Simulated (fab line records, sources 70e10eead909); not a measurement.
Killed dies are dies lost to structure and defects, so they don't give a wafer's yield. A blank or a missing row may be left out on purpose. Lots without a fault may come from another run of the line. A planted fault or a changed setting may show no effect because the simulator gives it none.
Which tool did it? | flow nand_harc | 12 lots, 36 wafers sampled, at 1 step of a route of 1302

WHAT THE GAUGES READ, wafer by wafer
NHARC_P_ZERO_WELL_CD_MEAS_11: target cd 500 nm.
lot  | measured     | on        | cd_nm (nm)
L075 | day 2 07:14  | cd_sem-03 | 498.6 497.9 494.6
L077 | day 3 03:07  | cd_sem-03 | 496.3 499.3 500.7
L079 | day 3 23:07  | cd_sem-02 | 499.7 500.6 501.7
L081 | day 4 19:15  | cd_sem-03 | 499.6 498.1 499.6
L083 | day 5 15:23  | cd_sem-02 | 498.0 499.9 497.1
L085 | day 6 11:16  | cd_sem-02 | 500.3 497.7 500.2
L087 | day 7 07:15  | cd_sem-03 | 496.9 501.6 499.3
L089 | day 8 03:15  | cd_sem-02 | 500.5 502.7 497.9
L091 | day 8 23:14  | cd_sem-02 | 504.6 500.7 501.8
L093 | day 9 19:14  | cd_sem-02 | 498.9 496.0 499.6
L095 | day 10 15:14 | cd_sem-01 | 498.0 498.0 498.8
L097 | day 11 11:16 | cd_sem-01 | 500.8 498.3 502.5

WHICH TOOL RAN EACH LOT (tool, then ch and the chambers of the sampled wafers, then the start)
The record holds no process step before these readings.

THE ANSWER, worked out from the rows above alone
Rule: what is usual is taken from the lots themselves. Put in order of their means at a reading, lots are off if they are a third of the lots or fewer, leave a main group of 4 or more, and stand apart from it by a gap of 3 or more times the standard deviation of the main group's means; of several such gaps the widest counts. A main group whose means are all the same, to the digits that the tables above print for the reading, isn't used. A lot without any number at a reading at which 4 lots or more have one is off too. The other lots that the step has rows for count as sound.
No lot is off at any reading shown: from this, nothing can be told.

WHAT THE SIMULATOR HAD PUT IN
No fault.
